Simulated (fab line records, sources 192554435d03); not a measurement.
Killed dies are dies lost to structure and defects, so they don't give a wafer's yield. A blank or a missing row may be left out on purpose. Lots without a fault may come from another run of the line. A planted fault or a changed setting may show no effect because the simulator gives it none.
Chamber matching | flow n5_finfet | N5_BEOL_M2_STRIP_19 on rie_diel-05: 4 sister chambers
The step strips in O2. 4 wafers are shown with their chamber, then 11 later ones without.

WAFERS WITH THEIR CHAMBER
wafer  | chamber | showerhead_plenum_p_Torr (Torr)
L088.3 | 1       | 1.96
L089.5 | 2       | 2.19
L089.6 | 3       | 2.07
L094.1 | 0       | 2.08

WAFERS WITHOUT THEIR CHAMBER
wafer  | showerhead_plenum_p_Torr (Torr)
L094.2 | 2.18
L094.5 | 2.07
L095.1 | 2.18
L095.4 | 2.08
L095.5 | 2.08
L097.1 | 2.07
L097.2 | 2.08
L097.3 | 2.22
L097.4 | 2.18
L097.5 | 2.07
L097.6 | 2.18

WHICH CHAMBER EACH WENT THROUGH
wafer  | from the rows above     | in truth
L094.2 | 2                       | 2
L094.5 | can't be placed: 3 or 0 | 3
L095.1 | 2                       | 2
L095.4 | can't be placed: 0 or 3 | 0
L095.5 | can't be placed: 0 or 3 | 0
L097.1 | can't be placed: 3 or 0 | 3
L097.2 | can't be placed: 0 or 3 | 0
L097.3 | 2                       | 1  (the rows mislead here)
L097.4 | 2                       | 2
L097.5 | can't be placed: 3 or 0 | 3
L097.6 | 2                       | 2
Placed correctly: 4 of 11. Can't be placed from these rows: 6 (the true chamber is among the candidates in 6). Placed wrongly: 1.
How it was worked out, from the rows above alone: a wafer's distance from a chamber is the root of the sum, over the readings, of the square of ((its reading less the chamber's mean) divided by the reading's scatter). The wafer belongs to the nearest chamber; if the next one is less than 2 further off, it can't be placed. A chamber's mean is the mean of its shown wafers. The scatter: with one shown wafer a chamber, the root of the mean of the squares of how far each hidden wafer lies from its nearest shown one.
